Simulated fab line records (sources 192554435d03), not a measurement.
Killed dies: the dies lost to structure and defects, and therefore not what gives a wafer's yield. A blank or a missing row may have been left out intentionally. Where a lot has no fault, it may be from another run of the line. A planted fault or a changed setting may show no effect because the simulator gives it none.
fab line records | flow n5_finfet
record: lots: 7 | wafers: 21 | last_day: 18
route steps=1938 shown WELL_APT@29
lots with no fault: from the same line, run without faults
start_h: start of the lot's first displayed wafer, in hours after the record's first day | wait_h: hours since the lot's step before | " as in the row above | L1.1+2: several wafers, shown together as one row | - value missing, or start not given | * or withheld: withheld | < > ~ a bound
route shown NAME@n: a module of which the file shows steps, and the number in the route of the first | usual: average and standard deviation across the fault-free wafers | same: alike in all rows | chamber/n: place in a boat | sites: per-site readings | _std_site: the standard deviation of these | _edge_site: the outer-site mean with the inner-site mean subtracted | radius_mm: how far each site lies from the wafer's centre | mask NAME#n: copy n | behind: tool/chamber where the wafer was last shaped | hold: the reason the lot was held/the length of the hold in hours/how it ended | device: whichever transistor did not switch (one of n, p or np) | end of line: tests of these same wafers at the route's end | a step without rows: its recipe alone | killed: count of dies lost to structure and defects at first sort (not the wafer's yield) | map: shows each die of a wafer: x if killed, . if not, _ if none is there
set.NAME: the setting the step ran with; set.NAME@STEP: the setting that earlier step ran with | model.NAME: the simulator's own value behind a step, which no gauge read
a table for each step, a row for each wafer; lots at some steps of the route
services: the hour from which a tool's chamber was out of use, counted from the record's first day as start_h (under 0 if before that day), plus the number of hours and why
== steps ==
step: N5_WELL_APT_OVL_MEAS_09
recipe: points_per_wafer: 44
usual: NWELL_OVL: 1/5.6
same: points_per_wafer: 44
lot.wafer | tool       | chamber | start_h | wait_h | NWELL_OVL[nm]
L492.1    | overlay-02 | 0       | 19.59   | 0.0    | -7
L492.3    | "          | 0       | "       | "      | 0
L492.4    | "          | 0       | "       | "      | -6
L494.1    | overlay-01 | 0       | 31.76   | 0.0    | 5
L494.2    | "          | 0       | "       | "      | -3
L494.4    | "          | 0       | "       | "      | 3
L504.2    | overlay-02 | 0       | 91.60   | 0.0    | -1
L504.3    | "          | 0       | "       | "      | 4
L504.6    | "          | 0       | "       | "      | 0
L505.2    | overlay-02 | 0       | 97.76   | 0.0    | 3
L505.5    | "          | 0       | "       | "      | -8
L505.6    | "          | 0       | "       | "      | 3
L506.2    | overlay-02 | 0       | 103.81  | 0.0    | -2
L506.3    | "          | 0       | "       | "      | 0
L506.6    | "          | 0       | "       | "      | -1
L513.2    | overlay-01 | 0       | 146.15  | 0.0    | 1
L513.4    | "          | 0       | "       | "      | -2
L513.6    | "          | 0       | "       | "      | 1
L514.2    | overlay-01 | 0       | 151.84  | 0.0    | 10
L514.4    | "          | 0       | "       | "      | 5
L514.6    | "          | 0       | "       | "      | 13
step: N5_WELL_APT_INSPECT_10
recipe: mode: adi | inspect_instrument: macro
usual: raw_defect_count: 2.1/1.4
lot.wafer | tool              | chamber | start_h | wait_h | raw_defect_count
L492.1    | defect_inspect-01 | -       | 19.61   | 0.0    | 2
L492.3    | "                 | -       | "       | "      | 1
L492.4    | "                 | -       | "       | "      | 2
L494.1    | defect_inspect-02 | -       | 31.79   | 0.0    | 0
L494.2    | "                 | -       | "       | "      | 1
L494.4    | "                 | -       | "       | "      | 1
L504.2    | defect_inspect-01 | -       | 91.62   | 0.0    | 2
L504.3    | "                 | -       | "       | "      | 0
L504.6    | "                 | -       | "       | "      | 2
L505.2    | defect_inspect-01 | -       | 97.79   | 0.0    | 2
L505.5    | "                 | -       | "       | "      | 1
L505.6    | "                 | -       | "       | "      | 3
L506.2    | defect_inspect-01 | -       | 103.83  | 0.0    | 4
L506.3    | "                 | -       | "       | "      | 2
L506.6    | "                 | -       | "       | "      | 2
L513.2    | defect_inspect-01 | -       | 146.28  | 0.1    | 1
L513.4    | "                 | -       | "       | "      | 1
L513.6    | "                 | -       | "       | "      | 1
L514.2    | defect_inspect-01 | -       | 151.86  | 0.0    | 2
L514.4    | "                 | -       | "       | "      | 5
L514.6    | "                 | -       | "       | "      | 4
step: N5_WELL_APT_DESCUM_13
recipe: chemistry: O2 | time_s: 7.9 | source_power_w: 50 | bias_power_w: 20 | pressure_mtorr: 20 | rf_frequency_hz: 2.712e+07 | temp_c: 40 | o2_flow_sccm: 225
usual: drypump_motor_current_A: 5.7/0.43 | oes_product_au: 0.77/0.071 | rf_vpp_V: 243.2/1.4 | showerhead_plenum_p_Torr: 2.09/0.069 | throttle_valve_pct: 20.40/0.23
same: time_s: 7.9
lot.wafer | tool        | chamber | start_h | wait_h | drypump_motor_current_A | oes_product_au | rf_hours_counter_h | rf_vpp_V | showerhead_plenum_p_Torr | throttle_valve_pct
L492.1    | rie_diel-02 | 3       | 19.64   | 0.0    | 5.6                     | 0.79           | 118                | 243.7    | 2.10                     | 20.33
L492.3    | "           | 2       | "       | "      | 5.2                     | 0.75           | 173                | 245.3    | 2.19                     | 20.75
L492.4    | "           | 1       | "       | "      | 6.3                     | 0.75           | 162                | 243.7    | 2.16                     | 20.20
L494.1    | rie_diel-02 | 1       | 31.82   | 0.0    | 6.2                     | 0.75           | 166                | 243.8    | 2.16                     | 20.21
L494.2    | "           | 3       | "       | "      | 5.6                     | 0.79           | 122                | 244.3    | 2.10                     | 20.33
L494.4    | "           | 0       | "       | "      | 5.3                     | 0.75           | 157                | 241.6    | 2.02                     | 20.35
L504.2    | rie_diel-03 | 0       | 91.65   | 0.0    | 5.6                     | 0.76           | 158                | 242.3    | 2.08                     | 20.17
L504.3    | "           | 1       | "       | "      | 5.3                     | 0.89           | 35                 | 241.4    | 2.14                     | 20.15
L504.6    | "           | 0       | "       | "      | 5.6                     | 0.75           | -                  | 244.1    | 2.08                     | 20.17
L505.2    | rie_diel-02 | 0       | 97.82   | 0.0    | 5.3                     | 0.74           | 176                | 242.9    | 2.01                     | 20.38
L505.5    | "           | 3       | "       | "      | 5.6                     | 0.76           | -                  | 242.7    | 2.09                     | 20.35
L505.6    | "           | 2       | "       | "      | 5.2                     | 0.72           | -                  | 243.5    | 2.18                     | 20.79
L506.2    | rie_diel-04 | 1       | 103.87  | 0.0    | 6.3                     | 0.69           | 225                | 243.8    | 2.07                     | 20.37
L506.3    | "           | 2       | "       | "      | 5.6                     | 0.73           | 198                | 241.3    | 1.98                     | 20.50
L506.6    | "           | 3       | "       | "      | 6.4                     | 0.97           | -                  | 244.5    | 2.15                     | 20.42
L513.2    | rie_diel-04 | 1       | 146.58  | 0.3    | 6.3                     | 0.68           | 240                | 242.6    | 2.07                     | 20.39
L513.4    | "           | 0       | "       | "      | 6.7                     | 0.69           | 243                | 241.6    | 1.98                     | 20.78
L513.6    | "           | 3       | "       | "      | 6.4                     | 0.92           | -                  | 245.9    | 2.14                     | 20.44
L514.2    | rie_diel-03 | 0       | 151.96  | 0.1    | 5.6                     | 0.74           | 181                | 242.9    | 2.07                     | 20.23
L514.4    | "           | 3       | "       | "      | 5.7                     | 0.69           | 248                | 241.6    | 1.97                     | 20.64
L514.6    | "           | 3       | "       | "      | 5.7                     | 0.70           | -                  | 241.7    | 1.97                     | 20.64
step: N5_WELL_APT_IMPLANT_14
recipe: species: P | energy_kev: 160 | dose_cm2: 1.5e+13 | tilt_deg: 0 | rotation_deg: 0
step: N5_WELL_APT_IMPLANT_15
recipe: species: As | energy_kev: 25 | dose_cm2: 1.5e+13 | tilt_deg: 0 | rotation_deg: 0
step: N5_WELL_APT_STRIP_16
recipe: chemistry: SPM | time_s: 900 | temp_c: 130 | h2so4_h2o2_vol_ratio: 4 | dry: ipa_marangoni
step: N5_WELL_APT_HMDS_18
recipe: time_s: 60 | temp_c: 120
step: N5_WELL_APT_COAT_19
recipe: spin_rpm: 1357 | resist_thk_nm: 950
step: N5_WELL_APT_EBR_21
recipe: solvent: PGMEA | ebr_width_mm: 1.5
step: N5_WELL_APT_SOFTBAKE_20
recipe: temp_c: 130 | time_s: 60
step: N5_WELL_APT_EXPOSE_22
recipe: mask_id: PWELL | na: 0.8 | source_shape: conventional | sigma_outer: 0.8 | polarization: unpolarized | defocus_nm: 0 | target_cd_nm: 200 | dose_mj: 23.2
step: N5_WELL_APT_PEB_23
recipe: peb_temp_c: 130 | peb_time_s: 90
step: N5_WELL_APT_DEVELOP_24
recipe: develop_time_s: 45 | rinse_liquid: surfactant_rinse | dry: air_spin | dev_temp_c: 21
usual: chill_plate_temp_C: 22.99/0.12 | develop_time_s: 45/0
lot.wafer | tool           | chamber | start_h | wait_h | chill_plate_temp_C | develop_time_s | model.coat_of_WELL_APT_COAT_19.thk_nm
L492.1    | litho_track-01 | 0       | 20.69   | -      | 22.96              | 45             | 940.2
L492.3    | "              | 0       | "       | "      | 22.99              | 45             | 936.6
L492.4    | "              | 0       | "       | "      | 23.01              | 45             | 934.1
L494.1    | litho_track-03 | 0       | 32.74   | -      | 22.99              | 45             | 934.7
L494.2    | "              | 0       | "       | "      | 22.96              | 45             | 934.5
L494.4    | "              | 0       | "       | "      | 23.07              | 45             | 933.7
L504.2    | litho_track-04 | -       | 95.00   | -      | -                  | -              | 945
L504.3    | "              | -       | "       | "      | -                  | -              | 947.5
L504.6    | "              | -       | "       | "      | -                  | -              | 944.3
L505.2    | litho_track-01 | -       | 98.87   | -      | -                  | -              | 949.9
L505.5    | "              | -       | "       | "      | -                  | -              | 948.8
L505.6    | "              | -       | "       | "      | -                  | -              | 949.6
L506.2    | litho_track-04 | -       | 104.91  | -      | -                  | -              | 953.8
L506.3    | "              | -       | "       | "      | -                  | -              | 952.8
L506.6    | "              | -       | "       | "      | -                  | -              | 955.2
L513.2    | litho_track-01 | 0       | 147.50  | -      | 22.96              | 45             | 933.2
L513.4    | "              | 0       | "       | "      | 23.03              | 45             | 935.7
L513.6    | "              | 0       | "       | "      | 23.04              | 45             | 934
L514.2    | litho_track-01 | 0       | 152.88  | -      | 22.90              | 45             | 932.3
L514.4    | "              | 0       | "       | "      | 23.15              | 45             | 933.8
L514.6    | "              | 0       | "       | "      | 22.98              | 45             | 930.8
step: N5_WELL_APT_HARDBAKE_29
recipe: temp_c: 130 | time_s: 120
step: N5_WELL_APT_CD_MEAS_25
recipe: target_cd_nm: 200 | landing_energy_ev: 500 | detector: se_inlens
usual: cd_nm: 199.4/1.9
lot.wafer | tool      | chamber | start_h | wait_h | cd_nm
L492.1    | cd_sem-01 | 0       | 20.80   | -      | 198.5
L492.3    | "         | 0       | "       | "      | 196.9
L492.4    | "         | 0       | "       | "      | 197.1
L494.1    | cd_sem-02 | 0       | 32.85   | -      | 201.1
L494.2    | "         | 0       | "       | "      | 196.3
L494.4    | "         | 0       | "       | "      | 199.9
L504.2    | cd_sem-03 | 0       | 95.11   | -      | -
L504.3    | "         | 0       | "       | "      | -
L504.6    | "         | 0       | "       | "      | -
L505.2    | cd_sem-01 | 0       | 98.98   | -      | -
L505.5    | "         | 0       | "       | "      | -
L505.6    | "         | 0       | "       | "      | -
L506.2    | cd_sem-03 | 0       | 105.02  | -      | -
L506.3    | "         | 0       | "       | "      | -
L506.6    | "         | 0       | "       | "      | -
L513.2    | cd_sem-03 | 0       | 147.62  | -      | 198.1
L513.4    | "         | 0       | "       | "      | 200.1
L513.6    | "         | 0       | "       | "      | 197.3
L514.2    | cd_sem-03 | 0       | 152.99  | -      | 201.4
L514.4    | "         | 0       | "       | "      | 199.1
L514.6    | "         | 0       | "       | "      | 200.9
step: N5_WELL_APT_OVL_MEAS_26
recipe: points_per_wafer: 44
usual: PWELL_OVL: -1/5.4
same: points_per_wafer: 44
lot.wafer | tool       | chamber | start_h | wait_h | PWELL_OVL[nm]
L492.1    | overlay-01 | 0       | 20.83   | 0.0    | 5
L492.3    | "          | 0       | "       | "      | 8
L492.4    | "          | 0       | "       | "      | 6
L494.1    | overlay-01 | 0       | 32.88   | 0.0    | 0
L494.2    | "          | 0       | "       | "      | -4
L494.4    | "          | 0       | "       | "      | -8
L504.2    | overlay-01 | 0       | 95.14   | 0.0    | -
L504.3    | "          | 0       | "       | "      | -
L504.6    | "          | 0       | "       | "      | -
L505.2    | overlay-01 | 0       | 99.01   | 0.0    | -
L505.5    | "          | 0       | "       | "      | -
L505.6    | "          | 0       | "       | "      | -
L506.2    | overlay-01 | 0       | 105.05  | 0.0    | -
L506.3    | "          | 0       | "       | "      | -
L506.6    | "          | 0       | "       | "      | -
L513.2    | overlay-01 | 0       | 147.64  | 0.0    | -8
L513.4    | "          | 0       | "       | "      | 0
L513.6    | "          | 0       | "       | "      | -7
L514.2    | overlay-02 | 0       | 153.02  | 0.0    | 0
L514.4    | "          | 0       | "       | "      | 3
L514.6    | "          | 0       | "       | "      | 6
== services ==
tool           | chamber | start_h | hours | kind
rie_diel-03    | 2       | -3.19   | 6.2   | repair
litho_track-03 | -       | -0.38   | -     | consumable_replace:filter
rie_diel-04    | 3       | 0.80    | 1.8   | repair
rie_diel-02    | -       | 35.30   | 0.6   | repair
rie_diel-04    | 0       | 42.81   | 21.2  | repair
rie_diel-04    | 3       | 64.18   | -     | clean
rie_diel-04    | 3       | 64.18   | -     | consumable_replace:focus_ring
rie_diel-04    | 3       | 64.18   | 21.7  | scheduled_down
rie_diel-04    | 3       | 64.18   | 21.7  | vent_cycle
rie_diel-03    | 0       | 64.56   | 13.4  | repair
rie_diel-02    | 0       | 79.64   | 8.6   | repair
rie_diel-02    | 1       | 79.64   | 3.7   | repair
litho_track-01 | -       | 140.28  | -     | consumable_replace:filter
rie_diel-02    | -       | 145.40  | 4.3   | pm
== key ==
first_sign: step: N5_WELL_APT_DEVELOP_24 | reading: tool_record | direction: missing
effect: step: N5_WELL_APT_CD_MEAS_25 | reading: cd_nm | direction: missing
effect: step: N5_WELL_APT_OVL_MEAS_26 | reading: PWELL_OVL | direction: missing
model_effect: step: N5_WELL_APT_DEVELOP_24 | value: coat_of_WELL_APT_COAT_19.thk_nm | without: 935.5 | struck: 949.7
met_at N5_WELL_APT_DEVELOP_24
struck_wafers L504.2,L504.3,L504.6,L505.2,L505.5,L505.6,L506.2,L506.3,L506.6
later_rows_left_out L504.2,L504.3,L504.6,L505.2,L505.5,L505.6,L506.2,L506.3,L506.6
sort_left_out L504.2,L504.3,L504.6,L505.2,L505.5,L505.6,L506.2,L506.3,L506.6
tester_left_out L504,L505,L506
onset_between 20.69 95.00
fault: kind: skipped_step_whole | tool: litho_track-01,litho_track-04 | chamber: - | onset_h: 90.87 | steps: N5_WELL_APT_DEVELOP_24 | scope: struck_lots_only
tester_left_out: of these lots the tester's yield and bins aren't shown, on N5 and GAA mostly nor the transistor test; their killed dies are dies lost to structure and defects alone, not to doping, threshold or leakage, so they don't give the yield
sort_left_out: the simulated sort isn't trusted on such a fault, so these wafers' sort isn't shown, and their yield isn't known
later_rows_left_out: the simulator's readings of these wafers behind a module that went badly wrong aren't trusted and aren't shown, but for the sort
